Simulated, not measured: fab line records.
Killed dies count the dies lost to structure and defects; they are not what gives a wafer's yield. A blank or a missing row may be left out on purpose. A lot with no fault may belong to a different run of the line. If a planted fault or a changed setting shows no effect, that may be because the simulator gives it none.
Problem report, 8D (eight disciplines) form, completed by code :: flow nand_harc :: the parts of the form that need people (team, actions taken, sign-off) are left out

## 1. PROBLEM STATEMENT
killed_at_periphery at NHARC_END_SORT_01 reads a mean of 644.5 on 4 wafers of 2 lots; wafers without a fault read 3.4 with a standard deviation of 2.7. That is +99 or more standard deviations from the usual mean.
First observed at day 24 11:37: wafer L136.1, on prober-02. Wafers with a number at this step in the record: 6, from 2 lots. Rule for "out" (also "out of limits"): further than 4 standard deviations from the usual mean. All remaining wafers that have a number are taken as sound.

## 2. WHAT IT IS, AND WHAT IT ISN'T
question: which readings at this step
is: killed_at_periphery, killed_dies
is not: killed_at_array, killed_at_other, killed_open, killed_short

question: which lots
is: L135, L136
is not: -

question: which wafers of those lots
is: L135.3, L136.1, L136.2, L136.3
is not: L135.4, L135.5

question: read on which gauges
is: prober-02
is not: -

question: when
is: from day 24 11:37
is not: up to then (0 sound wafers); but 2 sound wafers of L135 came after

## 3. WHAT RULES OUT EACH SUSPECT
Counting: any tool at a process step up to the reading remains a suspect provided it ran every lot that is out. Sound lots after the first of them don't rule it out here, since some wafers of a struck lot are sound.
- the gauge at NHARC_END_SORT_01 is ruled out. All the wafers that are out were read on prober-02, but those of them that NHARC_P_CONTACT_ETCH_18 has rows for are out there too, on other tools.
- rie_diel-09 at NHARC_P_CONTACT_ETCH_36 (etches the open film in N2/H2, target depth 260 nm, time 406.25 s): kept. It ran every lot that is out, first L136 (day 10 06:18). NHARC_P_CONTACT_ETCH_36 gives no start for some lots, so the hours and the order of its lots are those of NHARC_P_CONTACT_ETCH_18.
- rie_diel-09 at NHARC_P_CONTACT_ETCH_18 (etches the open film in C4F8/O2/Ar, target depth 481 nm, time 240.5 s): kept. It ran every lot that is out, first L136 (day 10 06:18). Its own readings are out on those wafers: run_length_s.
The count leaves rie_diel-09 at NHARC_P_CONTACT_ETCH_18 and rie_diel-09 at NHARC_P_CONTACT_ETCH_36.

## 4. THE CAUSE (what the simulator had put in)
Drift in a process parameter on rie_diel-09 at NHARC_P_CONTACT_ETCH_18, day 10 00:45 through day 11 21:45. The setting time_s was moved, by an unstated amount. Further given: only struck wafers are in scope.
Of the 2 suspects that counting leaves, this tool is one.

## 5. SEQUENCE OF EFFECTS, ordered by route
Each row: a reading whose mean over the struck wafers that have a number lies more than 3 standard deviations from the usual. Readings are gone through only where the record gives a usual standard deviation; hours: the median, over the lots, of the time from a lot's start at the first step in this table giving one to that lot's start at this step; sigmas: the change measured in usual standard deviations.
hours: 0
step: NHARC_P_CONTACT_ETCH_18
reading: run_length_s
usual: 261.87 s
on struck wafers: 221.10
change: -40.77
sigmas: -99 or more

hours: 345
step: NHARC_END_SORT_01
reading: killed_at_periphery
usual: 3.4
on struck wafers: 644.5
change: +641.1
sigmas: +99 or more

hours: 345
step: NHARC_END_SORT_01
reading: killed_dies
usual: 31
on struck wafers: 677
change: +646
sigmas: +65
Its process steps:
- NHARC_P_CONTACT_ETCH_18: etches the open film in C4F8/O2/Ar, target depth 481 nm, time 240.5 s.

## 6. WHAT WOULD HAVE CAUGHT IT SOONER
In this record the first reading out of limits at a measuring or inspecting step was taken at day 24 11:37, 347 hours after the fault began at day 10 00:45.
The tool's own readings at NHARC_P_CONTACT_ETCH_18 were out on every struck wafer that the step has a row for (run_length_s): an alarm limit on them would have fired on the first of those.
By day 24 11:37, every lot that is out (2) had started NHARC_P_CONTACT_ETCH_18 on rie_diel-09. Had the tool been put on hold then, not one of them would have been saved.
